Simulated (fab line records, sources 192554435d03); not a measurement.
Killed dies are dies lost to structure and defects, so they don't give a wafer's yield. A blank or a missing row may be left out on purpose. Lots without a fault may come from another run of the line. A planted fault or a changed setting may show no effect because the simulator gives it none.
Chamber matching | flow n5_finfet | N5_FIN_CUT_CUT_ETCH_28 on rie_si-03: 4 sister chambers
The step etches Si in HBr/Cl2/O2, target depth 6 nm, time 2.4 s. 7 wafers are shown with their chamber, then 7 later ones without.

WAFERS WITH THEIR CHAMBER
wafer  | chamber | drypump_motor_current_A (A) | oes_product_au (a.u.)
L785.2 | 1       | 5.6                         | 0.969
L785.5 | 1       | 5.6                         | 0.972
L789.1 | 0       | 5.9                         | 1.016
L789.2 | 3       | 5.1                         | 1.002
L789.6 | 0       | 5.9                         | 1.001
L796.3 | 2       | 6.5                         | 0.974
L796.4 | 3       | 5.0                         | 0.997

WAFERS WITHOUT THEIR CHAMBER
wafer  | drypump_motor_current_A (A) | oes_product_au (a.u.)
L796.6 | 6.5                         | 0.965
L797.4 | 5.0                         | 1.010
L797.5 | 5.0                         | 1.011
L797.6 | 6.0                         | 1.009
L798.2 | 5.9                         | 1.004
L798.3 | 5.0                         | 1.008
L798.5 | 6.0                         | 1.005

WHICH CHAMBER EACH WENT THROUGH
wafer  | from the rows above | in truth
L796.6 | 2                   | 2
L797.4 | 3                   | 3
L797.5 | 3                   | 3
L797.6 | 0                   | 0
L798.2 | 0                   | 0
L798.3 | 3                   | 3
L798.5 | 0                   | 0
Placed correctly: 7 of 7. Can't be placed from these rows: 0. Placed wrongly: 0.
How it was worked out, from the rows above alone: a wafer's distance from a chamber is the root of the sum, over the readings, of the square of ((its reading less the chamber's mean) divided by the reading's scatter). The wafer belongs to the nearest chamber; if the next one is less than 2 further off, it can't be placed. A chamber's mean is the mean of its shown wafers. The scatter: the root of (the sum of the squares of (reading less its chamber's mean) over the shown wafers, divided by (wafers less chambers)).
